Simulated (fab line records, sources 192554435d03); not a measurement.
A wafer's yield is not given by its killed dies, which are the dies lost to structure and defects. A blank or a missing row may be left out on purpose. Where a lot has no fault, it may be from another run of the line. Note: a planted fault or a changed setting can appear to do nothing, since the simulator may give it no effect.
Chamber matching ; flow n5Finfet ; N5_BEOL_M0_SAQP_PECVD_04 on pecvd-03 has 3 sister chambers
The step deposits a-Si from SiH4/He, target thk 60 nm, time 60.2 s. 6 wafers are shown with their chamber, then 12 later ones without.

## WAFERS PAIRED WITH THEIR CHAMBERS
wafer;chamber;throttleValvePct (%);showerheadPlenumPTorr (Torr)
L085.2;2;17.3;5.603
L085.4;2;17.0;5.611
L085.6;0;18.7;5.650
L087.1;1;17.3;5.660
L087.2;0;18.6;5.647
L087.5;1;17.5;5.655

## WAFERS WHOSE CHAMBER IS MISSING
wafer;throttleValvePct (%);showerheadPlenumPTorr (Torr)
L088.1;17.5;5.656
L088.4;17.7;5.646
L088.5;18.7;5.660
L090.1;18.7;5.653
L090.5;17.0;5.618
L090.6;18.7;5.640
L076.2;18.8;5.650
L076.3;17.6;5.649
L076.5;17.2;5.651
L096.1;17.7;5.654
L096.3;15.9;5.593
L096.4;17.2;5.674

## CHAMBER TAKEN BY EACH
wafer;from the rows above;in truth
L088.1;1;1
L088.4;1;1
L088.5;0;0
L090.1;0;0
L090.5;2;2
L090.6;0;0
L076.2;0;0
L076.3;1;1
L076.5;1;1
L096.1;1;1
L096.3;2;2
L096.4;1;1
12 of 12 placed correctly. Not placeable from these rows: 0. Placed wrongly: 0.
How it was worked out, from the rows above alone: a wafer's distance from a chamber is the root of the sum, over the readings, of the square of ((its reading less the chamber's mean) divided by the reading's scatter). If the next closest chamber is less than 2 further off than the closest, the wafer can't be placed; otherwise it belongs to the closest. The mean given for a chamber averages the wafers shown for that chamber. The scatter: the root of (the sum of the squares of (reading less its chamber's mean) over the shown wafers, divided by (wafers less chambers)).
